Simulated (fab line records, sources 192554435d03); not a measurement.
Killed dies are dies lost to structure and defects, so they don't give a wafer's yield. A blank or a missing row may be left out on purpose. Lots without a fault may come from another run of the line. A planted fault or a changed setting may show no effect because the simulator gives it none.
fab line records | flow n5_finfet
record lots=9 wafers=27 last_day=20
route steps=1938 shown BEOL_M0_SAQP@676 BEOL_M0_CUTY@708 BEOL_M0@720 BEOL_M4@1111 PASSIVATION@1936
lots that met no fault: from a run of the same line without faults
start_h: hours from the record's first day to the start of the lot's first wafer shown | wait_h: hours since the lot's step before | " the same as in the row above | L1.1+2: a row that stands for several wafers | - no value, or no start given | * or withheld: withheld | < > ~ a bound
route shown NAME@n: a module of which the file shows steps, and the number in the route of the first | usual: mean/standard deviation of fault-free wafers | same: alike in all rows | chamber/n: place in a boat | sites: the reading at each site | _std_site: their standard deviation | _edge_site: outer sites' mean less inner sites' | radius_mm: how far each site lies from the wafer's centre | mask NAME#n: copy n | behind: the tool/chamber that last shaped the wafer | hold: why the lot was held/for how many hours/how that ended | device: the transistor (n, p or np) that didn't switch | end of line: the same wafers' tests at the end of the route | a step without rows: its recipe alone | killed: dies lost to structure and defects at the first sort, not the wafer's yield | map: a wafer's dies, x killed, . not, _ none there
set.NAME: the setting as run; set.NAME@STEP: as run at that earlier step | model.NAME: the simulator's own value behind a step, which no gauge read
steps of the route over a sample of lots; a table a step, a row a wafer
services: from which hour (start_h, from the record's first day; less than 0 if before it) a tool's chamber was out of use, for how many hours, and why
## steps
# step N5_BEOL_M0_SAQP_SPACER2_ALD_26
# recipe material=SiO2 target_thk_a=150 temp_c=300 ald_precursor_family=BDEAS ald_co_reactant=O2-plasma pulse_time_s=1 purge_time_s=2 co_reactant_purge_time_s=2 pressure_torr=2
# usual heater_power_w=473/38 precursor_pulse_height_rel=0.999/0.019
# same co_reactant_purge_time_s=2
# columns lot.wafer tool chamber start_h wait_h heater_power_w precursor_pulse_height_rel since_wet_clean_h
L103.2 ald_sin-03 3 116.84 0.1 441 1.032 306
L103.4 " 2 " " 463 1.001 306
L103.6 " 3 " " 425 1.007 -
L104.1 ald_sin-01 2 122.42 0.2 462 1.013 23
L104.2 " 3 " " 427 0.995 23
L104.5 " 1 " " 500 1.021 -
L112.1 ald_sin-02 1 168.29 0.1 470 0.989 161
L112.3 " 3 " " 452 0.995 161
L112.6 " 2 " " 522 1.009 -
L116.1 ald_sin-02 3 200.35 0.6 467 1.002 193
L116.2 " 0 " " 545 0.992 193
L116.5 " 1 " " 460 1.037 -
L117.1 ald_sin-03 2 200.79 0.8 445 1.025 9
L117.3 " 1 " " 454 1.013 9
L117.4 " 0 " " 432 0.979 9
L118.2 ald_sin-01 3 205.96 0.1 444 0.995 107
L118.3 " 1 " " 499 1.051 107
L118.4 " 2 " " 475 1.004 107
L120.2 ald_sin-02 0 218.00 0.1 555 1.029 210
L120.5 " 0 " " 554 0.983 -
L120.6 " 1 " " 479 1.001 -
L123.2 ald_sin-01 1 237.33 0.1 513 0.991 138
L123.3 " 0 " " 530 0.966 138
L123.5 " 2 " " 478 0.994 -
L125.1 ald_sin-03 0 252.37 0.5 439 0.994 60
L125.2 " 1 " " 448 0.981 60
L125.3 " 2 " " 451 0.992 60
# step N5_BEOL_M0_SAQP_CUT_ETCH_46
# recipe chemistry=N2/H2 target=SOC target_depth_a=1350 overetch_a=270 temp_c=40 time_s=202.5 ion_energy_ev=200 mask_material=SiARC pressure_mtorr=30 source_w=840 bias_w=150 n2_flow_sccm=200 h2_flow_sccm=200
# usual drypump_motor_current_A=5.7/0.49 n2_flow_sccm=199.9/0.6 rf_vpp_V=523.7/2.4 showerhead_plenum_p_Torr=2.54/0.081 throttle_valve_pct=17.70/0.22
# same time_s=202.5
# columns lot.wafer tool chamber start_h wait_h drypump_motor_current_A n2_flow_sccm rf_hours_counter_h rf_vpp_V showerhead_plenum_p_Torr throttle_valve_pct
L103.2 rie_diel-05 0 118.23 0.0 5.6 200.3 186 523.9 2.52 17.89
L103.4 " 2 " " 4.8 199.6 28 525.4 2.60 17.49
L103.6 " 3 " " 6.1 199.9 - 524.6 2.56 17.84
L104.1 rie_diel-06 0 123.88 0.0 5.9 200.9 145 527.3 2.66 17.60
L104.2 " 3 " " 5.7 199.4 138 526.1 2.64 17.67
L104.5 " 2 " " 6.0 200.4 - 523.6 2.57 18.08
L112.1 rie_diel-05 1 169.55 0.0 6.5 199.5 0 522.5 2.49 17.56
L112.3 " 0 " " 5.6 200.1 203 523.3 2.51 17.92
L112.6 " 2 " " 4.9 199.9 - 525.7 2.59 17.54
L116.1 rie_diel-03 2 201.76 0.0 6.2 199.3 173 519.4 2.43 17.49
L116.2 " 3 " " 5.1 200.2 95 527.9 2.67 17.81
L116.5 " 2 " " 6.1 200.2 - 519.8 2.43 17.47
L117.1 rie_diel-06 1 202.18 0.0 5.5 199.2 125 518.2 2.36 18.05
L117.3 " 2 " " 6.0 199.3 117 526.2 2.56 18.12
L117.4 " 3 " " 5.7 198.6 164 526.6 2.63 17.73
L118.2 rie_diel-03 2 207.41 0.0 6.2 200.2 175 521.1 2.43 17.50
L118.3 " 1 " " 5.4 199.9 48 521.7 2.46 17.37
L118.4 " 3 " " 5.1 201.1 97 526.1 2.67 17.82
L120.2 rie_diel-06 2 219.51 0.0 6.0 199.2 122 525.9 2.56 18.14
L120.5 " 3 " " 5.7 200.1 - 525.7 2.63 17.74
L120.6 " 0 " " 5.9 199.3 - 526.4 2.65 17.66
L123.2 rie_diel-05 1 238.59 0.0 6.5 201.2 22 521.8 2.48 17.59
L123.3 " 2 " " 4.8 199.3 67 525.7 2.58 17.56
L123.5 " 2 " " 4.8 199.2 - 525.4 2.58 17.55
L125.1 rie_diel-03 1 253.64 0.0 5.4 200.2 62 520.2 2.45 17.40
L125.2 " 0 " " 5.5 200.7 188 523.1 2.53 17.72
L125.3 " 2 " " 6.1 200.6 188 520.2 2.43 17.52
# step N5_BEOL_M0_CUTY_CD_MEAS_57
# recipe target_cd_nm=200 landing_energy_ev=500 detector=se_inlens polarity=line
# usual cd_nm=201.0/1
# columns lot.wafer tool chamber start_h wait_h cd_nm
L103.2 cd_sem-01 0 119.77 - 200.8
L103.4 " 0 " " 201.2
L103.6 " 0 " " 200.8
L104.1 cd_sem-01 0 125.23 - 201.4
L104.2 " 0 " " 202.8
L104.5 " 0 " " 201.9
L112.1 cd_sem-02 0 170.92 - 200.7
L112.3 " 0 " " 202.0
L112.6 " 0 " " 201.0
L116.1 cd_sem-03 0 203.09 - 202.0
L116.2 " 0 " " 201.9
L116.5 " 0 " " 201.2
L117.1 cd_sem-01 0 203.37 - 202.0
L117.3 " 0 " " 202.9
L117.4 " 0 " " 202.9
L118.2 cd_sem-02 0 208.70 - 201.4
L118.3 " 0 " " 199.8
L118.4 " 0 " " 200.4
L120.2 cd_sem-02 0 220.80 - 200.0
L120.5 " 0 " " 201.5
L120.6 " 0 " " 201.5
L123.2 cd_sem-03 0 239.71 - 199.6
L123.3 " 0 " " 199.9
L123.5 " 0 " " 200.3
L125.1 cd_sem-01 0 255.22 - 202.6
L125.2 " 0 " " 200.9
L125.3 " 0 " " 200.3
# step N5_BEOL_M0_CUTY_INSPECT_59
# recipe mode=adi inspect_instrument=macro
# usual raw_defect_count=2.1/1.6
# columns lot.wafer tool chamber start_h wait_h raw_defect_count
L103.2 defect_inspect-01 - 119.83 0.0 0
L103.4 " - " " 0
L103.6 " - " " 6
L104.1 defect_inspect-02 - 125.29 0.0 4
L104.2 " - " " 1
L104.5 " - " " 3
L112.1 defect_inspect-02 - 170.98 0.0 3
L112.3 " - " " 25
L112.6 " - " " 1
L116.1 defect_inspect-02 - 203.14 0.0 1
L116.2 " - " " 3
L116.5 " - " " 2
L117.1 defect_inspect-02 - 203.43 0.0 0
L117.3 " - " " 1
L117.4 " - " " 1
L118.2 defect_inspect-02 - 208.76 0.0 7
L118.3 " - " " 5
L118.4 " - " " 1
L120.2 defect_inspect-02 - 220.86 0.0 0
L120.5 " - " " 2
L120.6 " - " " 1
L123.2 defect_inspect-02 - 239.76 0.0 3
L123.3 " - " " 2
L123.5 " - " " 2
L125.1 defect_inspect-02 - 255.27 0.0 1
L125.2 " - " " 4
L125.3 " - " " 3
# step N5_BEOL_M0_ETCH_128
# recipe chemistry=CF4/N2 target_depth_a=120 overetch_a=51 target=SiCN time_s=21.4 ion_energy_ev=150 pressure_mtorr=40 source_w=430 bias_w=70 Ar_flow_sccm=100 cf4_flow_sccm=60 n2_flow_sccm=60
# usual cf4_flow_sccm=59.98/0.18 drypump_motor_current_A=5.6/0.41 n2_flow_sccm=60.02/0.18 oes_product_au=0.54/0.056 rf_vpp_V=382.3/2.1 showerhead_plenum_p_Torr=2.22/0.081 throttle_valve_pct=15.38/0.2
# same time_s=21.4
# columns lot.wafer tool chamber start_h wait_h cf4_flow_sccm drypump_motor_current_A n2_flow_sccm oes_product_au rf_hours_counter_h rf_vpp_V showerhead_plenum_p_Torr throttle_valve_pct
L103.2 rie_diel-04 1 122.97 0.5 59.77 6.4 59.84 0.50 212 384.3 2.26 15.62
L103.4 " 2 " " 60.44 5.8 59.91 0.61 - 381.3 2.17 15.20
L103.6 " 3 " " 59.98 5.8 60.24 0.52 - 382.6 2.22 15.32
L104.1 rie_diel-01 1 128.53 0.2 59.82 5.3 60.16 0.49 228 382.6 2.18 15.65
L104.2 " 0 " " 59.74 4.9 59.72 0.50 177 381.1 2.19 15.46
L104.5 " 0 " " 60.04 4.9 59.86 0.51 - 382.7 2.19 15.46
L112.1 rie_diel-02 1 172.90 0.8 59.86 5.7 59.95 0.53 130 380.1 2.13 15.32
L112.3 " 2 " " 60.12 5.9 59.90 0.48 220 377.8 2.09 15.76
L112.6 " 3 " " 59.83 5.6 60.16 0.48 - 383.2 2.29 15.42
L117.1 rie_diel-04 3 204.96 0.4 59.83 5.8 60.26 0.50 169 382.7 2.21 15.38
L117.3 " 2 " " 60.08 5.8 59.87 0.58 75 380.7 2.16 15.27
L117.4 " 0 " " 60.04 5.7 60.24 0.63 - 384.0 2.33 15.12
L116.1 rie_diel-02 2 205.32 0.4 59.74 5.9 59.65 0.48 232 378.3 2.09 15.80
L116.2 " 1 " " 59.63 5.7 60.03 0.54 141 379.3 2.13 15.32
L116.5 " 0 " " 60.11 5.3 60.15 0.50 - 381.6 2.20 15.38
L118.2 rie_diel-01 0 210.78 0.3 59.81 4.9 60.01 0.49 208 383.3 2.18 15.51
L118.3 " 3 " " 60.11 4.9 60.00 0.56 69 383.9 2.32 15.15
L118.4 " 2 " " 60.28 6.4 60.31 0.58 - 385.9 2.34 15.28
L120.2 rie_diel-02 0 223.99 1.8 59.94 5.3 60.05 0.50 201 381.7 2.20 15.40
L120.5 " 2 " " 59.82 5.9 59.71 0.48 - 378.9 2.09 15.79
L120.6 " 0 " " 60.05 5.3 60.12 0.50 - 381.4 2.20 15.40
L123.2 rie_diel-04 2 242.95 0.0 60.13 5.8 60.23 0.55 97 380.0 2.15 15.35
L123.3 " 1 " " 60.00 6.4 60.20 0.49 233 383.1 2.25 15.66
L123.5 " 1 " " 60.11 6.4 60.10 0.49 - 384.4 2.25 15.65
L125.1 rie_diel-02 0 258.67 0.6 60.04 5.3 59.84 0.49 218 380.6 2.19 15.43
L125.2 " 3 " " 59.87 5.7 60.01 0.65 6 383.6 2.28 14.96
L125.3 " 1 " " 60.15 5.6 60.30 0.52 166 378.8 2.12 15.39
# step N5_BEOL_M4_RC_MEAS_101
# usual DIBL_N=36.7/1.8 DIBL_P=37.0/2.4 IOFF_N=0.17/0.036 IOFF_P=0.22/0.042 ION_N=673/12 ION_P=462/8.5 SS_N=71.7/0.62 SS_P=73.4/0.65 VT_N=250/3.7 VT_P=-250/3.7
# columns lot.wafer tool chamber start_h wait_h DIBL_N[mV/V] DIBL_P[mV/V] IOFF_N[nA/um] IOFF_P[nA/um] ION_N[uA/um] ION_P[uA/um] SS_N[mV/dec] SS_P[mV/dec] VT_N[mV] VT_P[mV]
L103.2 prober-02 0 188.56 0.2 38.5 39.0 0.19 0.25 671 461 71.5 73.3 250 -250
L103.4 " 0 " " 38.2 39.0 0.21 0.24 675 460 71.9 74.6 245 -250
L103.6 " 0 " " 37.8 37.4 0.19 0.22 667 457 72.0 73.4 250 -249
L104.1 prober-02 0 195.99 0.0 36.8 37.0 0.15 0.20 660 460 72.2 73.1 252 -253
L104.2 " 0 " " 36.4 36.0 0.14 0.18 666 460 71.8 73.5 253 -255
L104.5 " 0 " " 38.0 38.4 0.18 0.21 667 457 72.5 73.6 251 -253
L112.1 prober-01 0 239.43 0.0 36.1 37.0 0.14 0.20 658 454 70.6 73.7 254 -250
L112.3 " 0 " " 34.9 35.6 0.12 0.18 649 449 71.2 73.3 256 -251
L112.6 " 0 " " 35.9 35.9 0.13 0.19 659 455 71.2 73.3 251 -254
L117.1 prober-02 0 269.87 0.0 38.3 41.0 0.20 0.29 686 484 72.5 74.2 246 -244
L117.3 " 0 " " 36.7 38.9 0.19 0.27 693 477 71.0 73.6 246 -244
L117.4 " 0 " " 38.1 40.2 0.22 0.29 693 479 71.9 73.2 241 -246
L118.2 prober-02 0 272.55 0.2 34.4 35.6 0.13 0.18 669 461 69.5 72.7 251 -253
L118.3 " 0 " " 36.2 37.1 0.15 0.22 677 474 71.6 73.1 249 -247
L118.4 " 0 " " 34.7 35.4 0.13 0.18 654 457 71.0 73.0 251 -251
L116.1 prober-01 0 280.22 0.0 36.7 38.6 0.16 0.23 667 458 71.5 74.3 250 -251
L116.2 " 0 " " 35.1 35.9 0.14 0.18 662 453 72.0 74.2 252 -257
L116.5 " 0 " " 37.1 38.7 0.19 0.23 691 466 71.7 74.5 245 -253
L120.2 prober-02 0 287.12 0.2 38.5 35.5 0.19 0.22 677 463 73.4 73.6 249 -246
L120.5 " 0 " " 36.2 32.7 0.14 0.17 662 453 71.1 72.6 253 -251
L120.6 " 0 " " 35.7 33.9 0.16 0.20 686 471 71.4 72.8 250 -249
L123.2 prober-02 0 302.50 0.2 38.1 36.4 0.17 0.25 687 471 71.4 73.9 247 -248
L123.3 " 0 " " 39.6 38.4 0.20 0.29 671 462 72.5 73.2 250 -247
L123.5 " 0 " " 37.0 35.7 0.15 0.23 683 470 70.7 73.3 249 -248
L125.1 prober-01 0 355.73 0.0 36.6 36.4 0.15 0.19 669 454 71.8 72.8 251 -252
L125.2 " 0 " " 36.8 35.9 0.16 0.20 682 464 71.9 73.6 248 -253
L125.3 " 0 " " 35.9 35.0 0.14 0.18 670 455 71.6 73.4 251 -254
# step N5_PASSIVATION_PROBE_49
# usual defect_limited_yield=91.1/1.4 killed_at_M0_to_M3=32/9.3 killed_at_M4_up=13/5.8 killed_at_contacts=12/6.3 killed_at_front_end=44/12 killed_at_other=3.6/2.7 killed_dies=104/17 killed_open=69/13 killed_short=34/6.9 sort_bin_5_function=5.2/0.98 sort_bin_6_memory=3.3/0.59 sort_n_pass=1075/17 sort_yield_pct=91.1/1.4
# same gross_dies=1180 killed_at_back_side=0 sort_bin_4_leakage[%]=0 sort_bin_8_speed[%]=0
# columns lot.wafer tool chamber start_h wait_h defect_limited_yield[%] killed_at_M0_to_M3 killed_at_M4_up killed_at_contacts killed_at_front_end killed_at_other killed_dies killed_open killed_short sort_bin_5_function[%] sort_bin_6_memory[%] sort_n_pass sort_yield_pct[%]
L104.1 prober-02 - 301.94 0.0 90.1 21 18 24 47 7 117 84 32 6.5 3.1 1063 90.1
L104.2 prober-02 - 301.99 0.1 91.7 24 23 8 40 3 98 56 31 4.0 3.6 1082 91.7
L104.5 prober-02 - 302.14 0.2 91.5 27 15 13 38 7 100 71 28 5.8 2.5 1080 91.5
L112.1 prober-01 - 345.08 0.0 90.1 48 18 18 32 1 117 84 32 6.0 3.7 1063 90.1
L112.3 prober-01 - 345.18 0.1 87.0 57 23 20 52 1 153 95 38 7.9 4.8 1027 87.0
L112.6 prober-01 - 345.33 0.3 89.2 44 15 26 43 0 128 78 50 6.1 4.1 1052 89.2
L118.2 prober-02 - 376.23 0.1 88.6 34 9 18 69 4 134 91 43 7.0 3.8 1046 88.6
L118.3 prober-02 - 376.28 0.1 88.6 40 10 8 73 3 134 94 36 6.8 3.8 1046 88.6
L118.4 prober-02 - 376.33 0.2 90.6 34 8 10 53 6 111 77 32 4.9 3.9 1069 90.6
# killed by level:class
L104.1 MOL_CONTACT_COAG:geometric_particle:open=19 FIN_SAQP:geometric_particle:open=13 BEOL_M4:geometric_particle:open=10 FIN_SAQP:geometric_particle:short=8 STI_FIN_REVEAL:geometric_particle:open=8 BEOL_M0_SAQP:geometric_particle:open=6 MOL_CONTACT_COAG:geometric_particle:short=5 BEOL_M0_SAQP:geometric_particle:short=5
L104.2 BEOL_M4:geometric_particle:open=13 MOL_CONTACT_COAG:geometric_particle:open=8 BEOL_M0_SAQP:geometric_particle:open=8 HKMG_FIN:area_etch=8 FIN_SAQP:geometric_particle:short=6 GATE_CUT:geometric_particle:short=6 FIN_SAQP:geometric_particle:open=5 BEOL_M0_SAQP:geometric_particle:short=5
L104.5 FIN_SAQP:geometric_particle:open=15 MOL_CONTACT_COAG:geometric_particle:open=12 BEOL_M3:geometric_particle:open=8 FIN_SAQP:geometric_particle:short=7 STI_FIN_REVEAL:geometric_particle:open=7 BEOL_M0_SAQP:geometric_particle:short=7 BEOL_M4:geometric_particle:open=5 BEOL_M4:geometric_particle:short=4
L112.1 BEOL_M2:geometric_particle:open=23 MOL_CONTACT_COAG:geometric_particle:open=15 BEOL_M4:geometric_particle:open=12 BEOL_M0_SAQP:geometric_particle:open=10 BEOL_M0_SAQP:geometric_particle:short=10 FIN_SAQP:geometric_particle:open=7 FIN_SAQP:geometric_particle:short=6 STI_FIN_REVEAL:geometric_particle:open=5
L112.3 BEOL_M2:geometric_particle:open=20 BEOL_M0_SAQP:unspecified=20 MOL_CONTACT_COAG:geometric_particle:open=16 STI_FIN_REVEAL:geometric_particle:open=12 BEOL_M4:geometric_particle:open=8 FIN_SAQP:geometric_particle:open=7 DUMMY_GATE:geometric_particle:open=6 BEOL_M0_SAQP:geometric_particle:short=6
L112.6 BEOL_M2:geometric_particle:open=20 MOL_CONTACT_COAG:geometric_particle:open=17 BEOL_M1:geometric_particle:short=10 MOL_CONTACT_COAG:geometric_particle:short=9 FIN_SAQP:geometric_particle:short=8 STI_FIN_REVEAL:geometric_particle:open=7 BEOL_M4:geometric_particle:open=7 DUMMY_GATE:geometric_particle:open=6
L118.2 STI_FIN_REVEAL:geometric_particle:open=18 MOL_CONTACT_COAG:geometric_particle:open=15 GATE_CUT:geometric_particle:short=11 BEOL_M0_SAQP:geometric_particle:short=11 FIN_SAQP:geometric_particle:open=9 DUMMY_GATE:geometric_particle:open=9 BEOL_M0_SAQP:geometric_particle:open=9 BEOL_M2:geometric_particle:open=9
L118.3 STI_FIN_REVEAL:geometric_particle:open=18 FIN_SAQP:geometric_particle:open=16 DUMMY_GATE:geometric_particle:open=11 FIN_SAQP:geometric_particle:short=9 BEOL_M2:geometric_particle:open=8 BEOL_M0:geometric_particle:open=8 MOL_CONTACT_COAG:geometric_particle:open=7 BEOL_M4:geometric_particle:open=7
L118.4 BEOL_M0_SAQP:geometric_particle:open=10 STI_FIN_REVEAL:geometric_particle:open=8 MOL_CONTACT_COAG:geometric_particle:open=8 FIN_SAQP:geometric_particle:open=7 STARTING-WAFER:geometric_particle:open=7 GATE_CUT:geometric_particle:short=6 BEOL_M3:geometric_particle:open=6 FIN_SAQP:geometric_particle:short=5
## services
# columns tool chamber start_h hours kind
rie_diel-06 1 99.01 14.3 repair
rie_diel-03 2 102.53 7.6 repair
rie_diel-04 1 107.92 4.6 repair
ald_sin-02 - 122.03 1.1 repair
rie_diel-05 1 134.88 12.3 repair
rie_diel-06 1 142.70 5.8 repair
ald_sin-02 - 148.80 0.9 repair
rie_diel-04 2 158.20 4.0 repair
rie_diel-06 2 160.23 3.0 repair
rie_diel-04 1 175.91 66.9 repair
ald_sin-03 - 178.07 14.0 pm
rie_diel-06 - 190.75 2.8 pm
rie_diel-05 0 192.21 5.8 repair
rie_diel-05 - 195.70 0.7 repair
ald_sin-01 3 199.16 1.6 repair
rie_diel-01 - 218.42 14.6 pm
rie_diel-02 3 223.86 - clean
rie_diel-02 3 223.86 - consumable_replace:focus_ring
rie_diel-03 2 225.59 2.0 repair
ald_sin-02 - 235.26 2.0 repair
rie_diel-05 0 241.22 3.8 repair
rie_diel-02 2 244.49 - clean
rie_diel-02 2 244.49 - consumable_replace:focus_ring
rie_diel-02 2 244.49 - consumable_replace:showerhead
## key
first_sign step=N5_BEOL_M0_CUTY_INSPECT_59 reading=raw_defect_count direction=up sigmas=15 usual=2.1 struck=25
effect step=N5_PASSIVATION_PROBE_49 reading=killed_at_M0_to_M3 direction=up sigmas=2.7 usual=32 struck=57
met_at N5_BEOL_M0_SAQP_CUT_ETCH_46
struck_lots L112
struck_wafers L112.3
not_acting_at N5_BEOL_M0_SAQP_SPACER2_ALD_26,N5_BEOL_M0_CUTY_CD_MEAS_57,N5_BEOL_M0_ETCH_128
onset_between 118.23 169.55
fault kind=chamber_particle_source tool=rie_diel-05 chamber=0 onset_h=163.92 steps=N5_BEOL_M0_SAQP_CUT_ETCH_46 rate_per_visit_cm2=0.039616 end_h=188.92
